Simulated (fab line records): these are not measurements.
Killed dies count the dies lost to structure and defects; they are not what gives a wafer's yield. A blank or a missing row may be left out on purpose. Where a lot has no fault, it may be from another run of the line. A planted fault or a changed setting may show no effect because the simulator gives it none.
Which tool did it? / flow nandHarc / Sampling: 12 lots, 36 wafers, 3 of 1302 route steps

== WHAT THE GAUGES READ, wafer by wafer ==
NHARC_P_M0_OVL_MEAS_10: pitch 180 nm.
lot=L076; measured=day 7 01:34; on=overlay-02; overlayXNm (nm)=1.5 0.9 1.1
lot=L077; measured=day 7 11:56; on=overlay-01; overlayXNm (nm)=-0.4 -0.1 -0.4
lot=L079; measured=day 8 08:40; on=overlay-01; overlayXNm (nm)=1.8 1.6 2.1
lot=L081; measured=day 8 23:34; on=overlay-01; overlayXNm (nm)=-0.2 -0.1 -0.4
lot=L083; measured=day 9 23:48; on=overlay-02; overlayXNm (nm)=1.1 0.8 0.4
lot=L085; measured=day 10 10:49; on=overlay-02; overlayXNm (nm)=0.1 0.4 0.2
lot=L087; measured=day 11 08:23; on=overlay-01; overlayXNm (nm)=2.2 2.1 2.4
lot=L089; measured=day 12 02:08; on=overlay-01; overlayXNm (nm)=-0.3 -0.2 -0.5
lot=L091; measured=day 13 04:09; on=overlay-01; overlayXNm (nm)=0.5 0.9 0.7
lot=L093; measured=day 13 23:25; on=overlay-02; overlayXNm (nm)=0.3 0.2 0.1
lot=L095; measured=day 14 17:46; on=overlay-01; overlayXNm (nm)=-0.5 -0.3 0.1
lot=L097; measured=day 15 13:35; on=overlay-02; overlayXNm (nm)=-1.7 -1.5 -1.0

== WHICH TOOL RAN EACH LOT (tool, then ch and the chambers of the sampled wafers, then the start) ==
lot=L076; NHARC_P_CONTACT_DESCUM_17=rieDiel-07 ch 0,1,2, day 6 21:38; NHARC_P_CONTACT_CVD_23=cvdW-02 ch 0,1, day 7 01:34 or earlier
lot=L077; NHARC_P_CONTACT_DESCUM_17=rieDiel-13 ch 1,2,3, day 7 07:53; NHARC_P_CONTACT_CVD_23=cvdW-02 ch 0,1, day 7 11:56 or earlier
lot=L079; NHARC_P_CONTACT_DESCUM_17=rieDiel-01 ch 0,2, day 8 04:41; NHARC_P_CONTACT_CVD_23=cvdW-02 ch 0, day 8 08:40 or earlier
lot=L081; NHARC_P_CONTACT_DESCUM_17=rieDiel-01 ch 2,3, day 8 19:27; NHARC_P_CONTACT_CVD_23=cvdW-02 ch 0,1, day 8 23:34 or earlier
lot=L083; NHARC_P_CONTACT_DESCUM_17=rieDiel-13 ch 0,3, day 9 19:34; NHARC_P_CONTACT_CVD_23=cvdW-02 ch 0,1, day 9 23:48 or earlier
lot=L085; NHARC_P_CONTACT_DESCUM_17=rieDiel-07 ch 0,2,3, day 10 06:46; NHARC_P_CONTACT_CVD_23=cvdW-02 ch 0,1, day 10 10:49 or earlier
lot=L087; NHARC_P_CONTACT_DESCUM_17=rieDiel-01 ch 2,3, day 11 04:08; NHARC_P_CONTACT_CVD_23=cvdW-01 ch 0,1, day 11 08:23 or earlier
lot=L089; NHARC_P_CONTACT_DESCUM_17=rieDiel-13 ch 1,2,3, day 11 22:03; NHARC_P_CONTACT_CVD_23=cvdW-02 ch 0,1, day 12 02:08 or earlier
lot=L091; NHARC_P_CONTACT_DESCUM_17=rieDiel-01 ch 0,1,3, day 13 00:13; NHARC_P_CONTACT_CVD_23=cvdW-02 ch 0,1, day 13 04:09 or earlier
lot=L093; NHARC_P_CONTACT_DESCUM_17=rieDiel-13 ch 0,3, day 13 19:19; NHARC_P_CONTACT_CVD_23=cvdW-01 ch 1, day 13 23:25 or earlier
lot=L095; NHARC_P_CONTACT_DESCUM_17=rieDiel-07 ch 0,1,3, day 14 13:45; NHARC_P_CONTACT_CVD_23=cvdW-02 ch 0,1, day 14 17:46 or earlier
lot=L097; NHARC_P_CONTACT_DESCUM_17=rieDiel-01 ch 0,1,2, day 15 09:31; NHARC_P_CONTACT_CVD_23=cvdW-02 ch 0,1, day 15 13:35 or earlier
- NHARC_P_CONTACT_DESCUM_17: chemistry O2, time 3 s.
- NHARC_P_CONTACT_CVD_23: deposits W, target thk 200 nm, time 557 s.

== THE ANSWER, worked out from the rows above alone ==
Rule: the lots themselves supply what counts as usual. Put in order of their means at a reading, lots are off if they are a third of the lots or fewer, leave a main group of 4 or more, and stand apart from it by a gap of 3 or more times the standard deviation of the main group's means; of several such gaps the widest counts. If all means in a main group match to the digits the tables above print for the reading, that group is not used. A lot without any number at a reading at which 4 lots or more have one is off too. All remaining lots with rows at the step are treated as sound.
No lot is off on any of the readings shown, so nothing can be concluded from this.

== WHAT HAD BEEN PUT IN BY THE SIMULATOR ==
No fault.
